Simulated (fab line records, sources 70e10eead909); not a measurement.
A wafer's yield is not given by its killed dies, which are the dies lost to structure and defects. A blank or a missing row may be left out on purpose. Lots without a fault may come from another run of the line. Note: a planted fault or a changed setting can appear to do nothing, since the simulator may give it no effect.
fab line records / flow nand_harc
record: lots: 6 wafers: 18 last_day: 34
route steps=1302 shown P_CONTACT@251 P_M0@253
lots that met no fault: from a run of the same line without faults
start_h: the number of hours between the record's first day and the start of the first shown wafer of the lot / wait_h: hours elapsed since this lot's preceding step / " the same as in the row above / L1.1+2: a single row standing in for several wafers / - value missing, or start not given / * or withheld: withheld / < > ~ a bound
route shown NAME@n: a module of which the file shows steps, and the number in the route of the first / usual: average and standard deviation across the fault-free wafers / same: alike in all rows / chamber/n: place in a boat / sites: readings site by site / _std_site: the standard deviation of these / _edge_site: inner sites' mean taken away from outer sites' mean / radius_mm: how far each site lies from the wafer's centre / mask NAME#n: copy n / behind: the most recent tool/chamber to have shaped the wafer / hold: the reason the lot was held/the length of the hold in hours/how it ended / device: whichever transistor did not switch (one of n, p or np) / end of line: the same wafers' tests at the end of the route / for a step that has no rows: nothing shown but its recipe / killed: at the first sort, the dies lost to defects and structure; wafer yield is something else / map: a wafer's dies, marking killed ones x, the rest . and places with no die _
set.NAME: the setting that was run; set.NAME@STEP: the one run at that earlier step / model.NAME: the simulator's own value behind a step, which no gauge read
lots seen at some steps along the route; tables by step, rows by wafer
services: from which hour (start_h, from the record's first day; less than 0 if before it) a tool's chamber was out of use, for how many hours, and why
== steps ==
step: NHARC_P_CONTACT_SRD_26
step: NHARC_P_CONTACT_INSPECT_27
usual: raw_defect_count: 311/110
lot.wafer=L121.3 tool=defect_inspect-01 chamber=- start_h=129.53 wait_h=0.1 raw_defect_count=229
lot.wafer=L121.4 tool=defect_inspect-01 chamber=- start_h=129.53 wait_h=0.1 raw_defect_count=245
lot.wafer=L121.5 tool=defect_inspect-01 chamber=- start_h=129.53 wait_h=0.1 raw_defect_count=282
lot.wafer=L132.1 tool=defect_inspect-02 chamber=- start_h=246.39 wait_h=0.1 raw_defect_count=308
lot.wafer=L132.2 tool=defect_inspect-02 chamber=- start_h=246.39 wait_h=0.1 raw_defect_count=340
lot.wafer=L132.6 tool=defect_inspect-02 chamber=- start_h=246.39 wait_h=0.1 raw_defect_count=483
lot.wafer=L138.2 tool=defect_inspect-01 chamber=- start_h=303.96 wait_h=0.1 raw_defect_count=298
lot.wafer=L138.4 tool=defect_inspect-01 chamber=- start_h=303.96 wait_h=0.1 raw_defect_count=222
lot.wafer=L138.5 tool=defect_inspect-01 chamber=- start_h=303.96 wait_h=0.1 raw_defect_count=350
lot.wafer=L139.2 tool=defect_inspect-01 chamber=- start_h=312.67 wait_h=0.1 raw_defect_count=267
lot.wafer=L139.4 tool=defect_inspect-01 chamber=- start_h=312.67 wait_h=0.1 raw_defect_count=261
lot.wafer=L139.5 tool=defect_inspect-01 chamber=- start_h=312.67 wait_h=0.1 raw_defect_count=214
lot.wafer=L142.1 tool=defect_inspect-02 chamber=- start_h=345.72 wait_h=0.1 raw_defect_count=137
lot.wafer=L142.3 tool=defect_inspect-02 chamber=- start_h=345.72 wait_h=0.1 raw_defect_count=369
lot.wafer=L142.5 tool=defect_inspect-02 chamber=- start_h=345.72 wait_h=0.1 raw_defect_count=169
lot.wafer=L143.2 tool=defect_inspect-02 chamber=- start_h=353.73 wait_h=0.1 raw_defect_count=364
lot.wafer=L143.4 tool=defect_inspect-02 chamber=- start_h=353.73 wait_h=0.1 raw_defect_count=273
lot.wafer=L143.6 tool=defect_inspect-02 chamber=- start_h=353.73 wait_h=0.1 raw_defect_count=182
step: NHARC_P_M0_DEP_00
recipe: target_thk_a: 1500 target_thk_nm: 150 temp_c: withheld pressure_torr: 5 flow_sccm: 200 rf_w: 600 material: SiOC
step: NHARC_P_M0_DEHYDRATE_01
recipe: temp_c: 150 time_s: 120
step: NHARC_P_M0_HMDS_02
recipe: time_s: 30
step: NHARC_P_M0_COAT_33
recipe: temp_c: 200 time_s: 65
step: NHARC_P_M0_COAT_03
recipe: spin_rpm: 1500 resist_thk_nm: 90
step: NHARC_P_M0_SOFTBAKE_04
recipe: temp_c: 105 time_s: 55
step: NHARC_P_M0_EBR_05
step: NHARC_P_M0_EXPOSE_06
recipe: na: 1.35 target_cd_nm: 90 dose_mj: 81.28 mask_id: P_M0
step: NHARC_P_M0_PEB_07
recipe: peb_temp_c: 100 peb_time_s: 65
step: NHARC_P_M0_DEVELOP_08
recipe: develop_time_s: 35 dev_temp_c: 23
usual: chill_plate_temp_C: 22.99/0.095 develop_time_s: 35/0
lot.wafer=L121.3 tool=litho_track-04 chamber=0 start_h=130 wait_h=- chill_plate_temp_C=22.85 develop_time_s=35
lot.wafer=L121.4 tool=litho_track-04 chamber=0 start_h=130 wait_h=- chill_plate_temp_C=22.94 develop_time_s=35
lot.wafer=L121.5 tool=litho_track-04 chamber=0 start_h=130 wait_h=- chill_plate_temp_C=22.84 develop_time_s=35
lot.wafer=L132.1 tool=litho_track-04 chamber=0 start_h=247 wait_h=- chill_plate_temp_C=22.88 develop_time_s=35
lot.wafer=L132.2 tool=litho_track-04 chamber=0 start_h=247 wait_h=- chill_plate_temp_C=22.94 develop_time_s=35
lot.wafer=L132.6 tool=litho_track-04 chamber=0 start_h=247 wait_h=- chill_plate_temp_C=22.87 develop_time_s=35
lot.wafer=L138.2 tool=litho_track-04 chamber=- start_h=304 wait_h=- chill_plate_temp_C=- develop_time_s=-
lot.wafer=L138.4 tool=litho_track-04 chamber=- start_h=304 wait_h=- chill_plate_temp_C=- develop_time_s=-
lot.wafer=L138.5 tool=litho_track-04 chamber=- start_h=304 wait_h=- chill_plate_temp_C=- develop_time_s=-
lot.wafer=L139.2 tool=litho_track-04 chamber=- start_h=313 wait_h=- chill_plate_temp_C=- develop_time_s=-
lot.wafer=L139.4 tool=litho_track-04 chamber=- start_h=313 wait_h=- chill_plate_temp_C=- develop_time_s=-
lot.wafer=L139.5 tool=litho_track-04 chamber=- start_h=313 wait_h=- chill_plate_temp_C=- develop_time_s=-
lot.wafer=L142.1 tool=litho_track-06 chamber=0 start_h=346 wait_h=- chill_plate_temp_C=23.17 develop_time_s=35
lot.wafer=L142.3 tool=litho_track-06 chamber=0 start_h=346 wait_h=- chill_plate_temp_C=23.12 develop_time_s=35
lot.wafer=L142.5 tool=litho_track-06 chamber=0 start_h=346 wait_h=- chill_plate_temp_C=23.03 develop_time_s=35
lot.wafer=L143.2 tool=litho_track-04 chamber=0 start_h=354 wait_h=- chill_plate_temp_C=22.86 develop_time_s=35
lot.wafer=L143.4 tool=litho_track-04 chamber=0 start_h=354 wait_h=- chill_plate_temp_C=22.81 develop_time_s=35
lot.wafer=L143.6 tool=litho_track-04 chamber=0 start_h=354 wait_h=- chill_plate_temp_C=22.94 develop_time_s=35
step: NHARC_P_M0_CD_MEAS_09
recipe: target_cd_nm: 90 landing_energy_ev: 500
usual: cd_nm: 90.0/0.84
lot.wafer=L121.3 tool=cd_sem-01 chamber=0 start_h=130.31 wait_h=- cd_nm=89.7
lot.wafer=L121.4 tool=cd_sem-01 chamber=0 start_h=130.31 wait_h=- cd_nm=91.2
lot.wafer=L121.5 tool=cd_sem-01 chamber=0 start_h=130.31 wait_h=- cd_nm=91.8
lot.wafer=L132.1 tool=cd_sem-02 chamber=0 start_h=247.29 wait_h=- cd_nm=90.9
lot.wafer=L132.2 tool=cd_sem-02 chamber=0 start_h=247.29 wait_h=- cd_nm=89.2
lot.wafer=L132.6 tool=cd_sem-02 chamber=0 start_h=247.29 wait_h=- cd_nm=90.4
lot.wafer=L138.2 tool=cd_sem-03 chamber=0 start_h=304.86 wait_h=- cd_nm=-
lot.wafer=L138.4 tool=cd_sem-03 chamber=0 start_h=304.86 wait_h=- cd_nm=-
lot.wafer=L138.5 tool=cd_sem-03 chamber=0 start_h=304.86 wait_h=- cd_nm=-
lot.wafer=L139.2 tool=cd_sem-01 chamber=0 start_h=313.57 wait_h=- cd_nm=-
lot.wafer=L139.4 tool=cd_sem-01 chamber=0 start_h=313.57 wait_h=- cd_nm=-
lot.wafer=L139.5 tool=cd_sem-01 chamber=0 start_h=313.57 wait_h=- cd_nm=-
lot.wafer=L142.1 tool=cd_sem-01 chamber=0 start_h=346.62 wait_h=- cd_nm=89.3
lot.wafer=L142.3 tool=cd_sem-01 chamber=0 start_h=346.62 wait_h=- cd_nm=88.9
lot.wafer=L142.5 tool=cd_sem-01 chamber=0 start_h=346.62 wait_h=- cd_nm=90.4
lot.wafer=L143.2 tool=cd_sem-01 chamber=0 start_h=354.63 wait_h=- cd_nm=89.0
lot.wafer=L143.4 tool=cd_sem-01 chamber=0 start_h=354.63 wait_h=- cd_nm=88.4
lot.wafer=L143.6 tool=cd_sem-01 chamber=0 start_h=354.63 wait_h=- cd_nm=90.2
== services ==
tool=litho_track-06 chamber=- start_h=179.00 hours=7.0 kind=pm
tool=litho_track-04 chamber=- start_h=203.00 hours=7.0 kind=pm
tool=litho_track-06 chamber=- start_h=354.00 hours=7.0 kind=pm
== key ==
first_sign: step: NHARC_P_M0_DEVELOP_08 reading: tool_record direction: missing
effect none on later readings
met_at NHARC_P_M0_DEVELOP_08
struck_wafers L138.2,L138.4,L138.5,L139.2,L139.4,L139.5
later_rows_left_out L138.2,L138.4,L138.5,L139.2,L139.4,L139.5
sort_left_out L138.2,L138.4,L138.5,L139.2,L139.4,L139.5
onset_between 247 304
fault: kind: skipped_step_whole tool: litho_track-04 chamber: - onset_h: 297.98 steps: NHARC_P_M0_DEVELOP_08 scope: struck_lots_only
sort_left_out: the simulated sort isn't trusted on such a fault, so these wafers' sort isn't shown, and their yield isn't known
later_rows_left_out: the simulator's readings of these wafers behind a module that went badly wrong aren't trusted and aren't shown, but for the sort
